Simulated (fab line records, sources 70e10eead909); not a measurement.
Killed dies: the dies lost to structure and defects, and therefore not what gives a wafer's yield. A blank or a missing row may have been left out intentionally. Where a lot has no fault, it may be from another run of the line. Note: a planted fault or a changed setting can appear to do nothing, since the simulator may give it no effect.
Comparing a struck lot with a sound one	flow nandHarc	17 out of 1159 route steps
Sound: the wafers L434.3, L434.4, L434.6. The struck wafers were L444.1, L444.4, L444.6. Last of all comes the cause.
For every step that has rows: the tool of each side, followed by ch and its chambers, followed by its first start. Under that, the readings that differ: sound wafers	struck wafers	difference of the means	sigmas: that difference in standard deviations of wafers without a fault.
alike: same words and numbers on both sides, and readings whose means sit less than 2 such deviations apart. not compared: any withheld reading, any reading some wafer has no value for, any bound like >300 that may hide the same value, and any number with overlapping values for which the record gives no deviation.
A row with sigmas, a row that says differs or no value, or rows on one side alone: a step with any of these is where the two part. When numbers do not overlap yet have no deviation, they are printed without sigmas and do not part them. Lack of a reading on every wafer of one side parts them only where that side has two or more wafers.

first, 1 step without rows for these wafers: NHARC_A_SGD_CUT_ETCH_26 (etches SiO2 in dHF, target depth 45.8 nm).
NHARC_A_SGD_CUT_ETCHBACK_24: etches the open film in CH3F/O2, target depth 50 nm, time 92.857 s.
  sound on rieDiel-03 ch 0,2,3, day 15 13:00; struck on rieDiel-03 ch 1,2, day 17 22:47
  alike: drypumpMotorCurrentA, oesProductAu, rfVppV, showerheadPlenumPTorr, throttleValvePct
  not compared: rfHoursCounterH
NHARC_A_SGD_CUT_STRIP_28: strips in O2, time 20 s.
  sound on rieDiel-03 ch 0,1; struck on rieDiel-03 ch 0,2,3
  alike: drypumpMotorCurrentA, oesProductAu, rfVppV, showerheadPlenumPTorr, throttleValvePct
  not compared: rfHoursCounterH
NHARC_A_SGD_CUT_INSPECT_25:
  sound on defectInspect-01 at day 15 13:13; struck on defectInspect-01 at day 17 23:00
  alike: rawDefectCount
NHARC_A_SLIT_DEP_25: deposits SiO2, target thk 200 nm.
  sound on pecvd-03 ch 0,1,2, day 15 13:19; struck on pecvd-03 ch 0,1, day 17 23:18
  alike: chamberPressureTorr, heaterPowerW, throttleValvePct
NHARC_A_SLIT_DEP_00: deposits aC, target thk 3200 nm.
  sound on aclDep-03 ch 0, day 15 14:52; struck on aclDep-02 ch 0, day 18 05:01
  alike: throttleValvePct
NHARC_A_SLIT_DEP_23: deposits SiON, target thk 100 nm.
  sound on pecvd-02 ch 0,1,2, day 15 16:14; struck on pecvd-03 ch 1,2, day 18 07:01
  alike: chamberPressureTorr, heaterPowerW
then, 5 steps without rows for these wafers: NHARC_A_SLIT_DEHYDRATE_01 (time 120 s); NHARC_A_SLIT_HMDS_02 (time 30 s); NHARC_A_SLIT_COAT_03 (resist thk 90 nm); NHARC_A_SLIT_SOFTBAKE_04 (time 55 s); NHARC_A_SLIT_EBR_05.
NHARC_A_SLIT_EXPOSE_06: exposes mask SLIT.
  sound on arfiScanner-02 ch 0, day 15 16:46; struck on arfiScanner-02 ch 0, day 18 07:31
reading	sound	struck	difference	sigmas
exposureDoseMJCm2	60.73 60.85 60.79	66.77 66.78 66.73	+5.97	+95
  alike: mask
then, 2 steps without rows for these wafers: NHARC_A_SLIT_PEB_07 (peb time 65 s); NHARC_A_SLIT_DEVELOP_08 (develop time 35 s).
NHARC_A_SLIT_CD_MEAS_09: the cd target is 300 nm.
  sound on cdSem-02 ch 0, day 15 16:53; struck on cdSem-01 ch 0, day 18 07:40
reading	sound	struck	difference	sigmas
cdNm (nm)	299.6 300.3 299.6	304.6 304.3 305.3	+4.9	+8
NHARC_A_SLIT_OVL_MEAS_10:
  sound on overlay-01 at day 15 16:59; struck on overlay-02 at day 18 07:46
  alike: overlayXNm, overlayYNm

WHERE THEY PART
Last at NHARC_A_SLIT_CD_MEAS_09 as far as this record goes, first at NHARC_A_SLIT_EXPOSE_06. Later steps at which nothing parts them and some readings are alike: NHARC_A_SLIT_OVL_MEAS_10.

WHY: whatever the simulator had introduced
Drift in process parameters on arfiScanner-02 at NHARC_A_SLIT_EXPOSE_06, starting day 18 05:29. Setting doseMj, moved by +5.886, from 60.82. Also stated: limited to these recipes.
